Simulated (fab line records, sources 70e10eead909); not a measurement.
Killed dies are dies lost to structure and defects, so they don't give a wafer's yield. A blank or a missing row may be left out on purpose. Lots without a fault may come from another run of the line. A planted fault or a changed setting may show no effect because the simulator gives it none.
Which tool did it? | flow nand_harc | 6 lots, 18 wafers sampled, at 5 steps of a route of 1302

WHAT THE GAUGES READ, wafer by wafer
NHARC_END_SORT_01.
lot  | measured     | on        | killed_at_array
L630 | day 29 12:46 | prober-02 | 672 674 675
L631 | day 29 19:25 | prober-01 | 673 669 674

WHICH TOOL RAN EACH LOT (tool, then ch and the chambers of the sampled wafers, then the start)
lot  | NHARC_A_WL_FILL_STRIP_29           | NHARC_A_WL_FILL_ALD_19              | NHARC_A_WL_FILL_CVD_20                   | NHARC_A_CONTACT_DEP_24
L622 | rie_diel-03 ch 1,2, day 22 16:56   | ald_metal-03 ch 0,2,3, day 22 22:32 | cvd_w-01 ch 0,1, day 22 23:31 or earlier | pecvd-01 ch 0,1, day 22 23:31
L630 | rie_diel-05 ch 0,3, day 25 18:28   | ald_metal-03 ch 0,1,3, day 26 00:02 | cvd_w-01 ch 0,1, day 26 00:58 or earlier | pecvd-01 ch 1,2, day 26 00:58
L631 | rie_diel-05 ch 0,1,3, day 26 05:42 | ald_metal-04 ch 0,1,3, day 26 11:11 | cvd_w-01 ch 0,1, day 26 12:06 or earlier | pecvd-02 ch 1,2, day 26 12:06
L637 | rie_diel-08 ch 1,2, day 28 08:12   | ald_metal-03 ch 0,1, day 28 13:46   | cvd_w-01 ch 0, day 28 14:42 or earlier   | pecvd-02 ch 0,2, day 28 14:42
L640 | rie_diel-05 ch 1,2,3, day 29 10:41 | ald_metal-04 ch 0,1,2, day 29 16:11 | cvd_w-01 ch 0,1, day 29 17:04 or earlier | pecvd-01 ch 0,1,2, day 29 17:04
L641 | rie_diel-05 ch 0,2,3, day 30 04:54 | ald_metal-03 ch 0,2, day 30 10:28   | cvd_w-01 ch 0,1, day 30 11:25 or earlier | pecvd-04 ch 0,1, day 30 11:25
- NHARC_A_WL_FILL_STRIP_29: strips in O2, time 20 s.
- NHARC_A_WL_FILL_ALD_19: deposits TiN, target thk 2 nm, pulse time 3 s, ald cycles 100.
- NHARC_A_WL_FILL_CVD_20: deposits W, target thk 100 nm, time 74 s.
- NHARC_A_CONTACT_DEP_24: deposits SiO2, target thk 500 nm.

THE ANSWER, worked out from the rows above alone
Rule: what is usual is taken from the lots themselves. Put in order of their means at a reading, lots are off if they are a third of the lots or fewer, leave a main group of 4 or more, and stand apart from it by a gap of 3 or more times the standard deviation of the main group's means; of several such gaps the widest counts. A main group whose means are all the same, to the digits that the tables above print for the reading, isn't used. A lot without any number at a reading at which 4 lots or more have one is off too. The other lots that the step has rows for count as sound.
No lot is off at any reading shown: from this, nothing can be told.

WHAT THE SIMULATOR HAD PUT IN
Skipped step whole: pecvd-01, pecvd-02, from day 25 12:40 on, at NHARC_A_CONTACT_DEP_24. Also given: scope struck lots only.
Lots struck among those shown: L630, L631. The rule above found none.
